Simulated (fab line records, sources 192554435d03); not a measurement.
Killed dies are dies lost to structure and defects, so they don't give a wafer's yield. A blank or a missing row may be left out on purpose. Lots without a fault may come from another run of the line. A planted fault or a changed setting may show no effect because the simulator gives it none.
One fault seen from 3 desks | flow n5_finfet | each desk has only its own numbers; what lay behind them comes last

THE DEFECT DESK
What the inspections along the route counted, lot by lot: means of the sampled wafers that have a number. A lot is out of limits, marked OUT, if its mean lies more than 4 standard deviations from the usual mean; the brackets give that distance.
Columns: A = raw_defect_count at N5_PMOS_HMC_CHANNEL_EPI_INSPECT_30, usual 20
lot  | first seen here | A
L944 | day 1 20:35     | 20
L945 | day 2 03:35     | 13
L948 | day 2 21:21     | 19
L950 | day 3 09:05     | 21
L951 | day 3 14:59     | 20
L953 | day 4 01:59     | 21
L958 | day 5 09:01     | 20
L959 | day 5 14:47     | 28
L962 | day 6 09:16     | 19
L967 | day 7 14:24     | 16
This desk's finding: nothing out of limits on any of the 10 lots.

THE METROLOGY DESK
What the gauges read, lot by lot, whatever tool the lot ran on: means of the sampled wafers that have a number. A lot is out of limits, marked OUT, if its mean lies more than 4 standard deviations from the usual mean; the brackets give that distance. Of its 10 readings 7 are shown: those that lie furthest out on some lot.
Columns: A = DIBL_N at N5_BEOL_M4_RC_MEAS_101, usual 36.4 mV/V; B = DIBL_P at N5_BEOL_M4_RC_MEAS_101, usual 35.8 mV/V; C = IOFF_N at N5_BEOL_M4_RC_MEAS_101, usual 0.154 nA/um; D = IOFF_P at N5_BEOL_M4_RC_MEAS_101, usual 0.21 nA/um; E = ION_N at N5_BEOL_M4_RC_MEAS_101, usual 672 uA/um; F = SS_P at N5_BEOL_M4_RC_MEAS_101, usual 73.2 mV/dec; G = VT_P at N5_BEOL_M4_RC_MEAS_101, usual -250 mV
lot  | first seen here | A    | B    | C     | D    | E   | F    | G
L944 | day 7 23:47     | 34.2 | 33.8 | 0.133 | 0.19 | 660 | 72.3 | -252
L945 | day 8 03:09     | 37.8 | 37.2 | 0.165 | 0.24 | 667 | 73.3 | -248
L948 | day 8 09:25     | 36.6 | 37.5 | 0.166 | 0.20 | 675 | 73.5 | -252
L950 | day 10 03:44    | 35.8 | 34.2 | 0.142 | 0.18 | 668 | 72.8 | -253
L951 | day 10 07:44    | 35.1 | 32.9 | 0.136 | 0.19 | 675 | 72.7 | -251
L953 | day 11 06:26    | 35.8 | 35.6 | 0.133 | 0.18 | 662 | 73.0 | -253
L958 | day 12 03:29    | 36.3 | 36.0 | 0.156 | 0.18 | 669 | 72.9 | -256
L959 | day 12 19:08    | 35.5 | 36.4 | 0.159 | 0.20 | 673 | 73.5 | -252
L962 | day 12 23:16    | 37.5 | 38.1 | 0.193 | 0.26 | 688 | 73.8 | -245
L967 | day 14 10:36    | 37.3 | 35.6 | 0.155 | 0.20 | 677 | 72.8 | -251
This desk's finding: nothing out of limits on any of the 10 lots.

THE TOOL OWNER'S DESK: ald_sin-04
The tool's own readings at N5_FIN_SAQP_ALD_61 (deposits SiO2, target thk 4 nm, pulse time 1 s, purge time 2 s): means of the sampled wafers that have a number, for each lot that ran on this tool. A lot is out of limits, marked OUT, if its mean lies more than 4 standard deviations from the usual mean; the brackets give that distance.
Columns: A = heater_power_w at N5_FIN_SAQP_ALD_61, usual 519 W; B = precursor_pulse_height_rel at N5_FIN_SAQP_ALD_61, usual 0.998
lot  | first seen here | A   | B
L944 | day 1 20:46     | 545 | 0.980
L948 | day 2 21:28     | 546 | 0.995
L950 | day 3 09:31     | 540 | 1.005
L953 | day 4 02:06     | 539 | 0.994
L958 | day 5 09:08     | 540 | 1.012
L962 | day 6 09:23     | 539 | 0.991
This desk's finding: nothing out of limits on any of the 6 lots.

PUT TOGETHER
The defect desk saw nothing out of limits.
The metrology desk saw nothing out of limits.
The tool owner's desk saw nothing out of limits.

WHAT THE SIMULATOR HAD PUT IN
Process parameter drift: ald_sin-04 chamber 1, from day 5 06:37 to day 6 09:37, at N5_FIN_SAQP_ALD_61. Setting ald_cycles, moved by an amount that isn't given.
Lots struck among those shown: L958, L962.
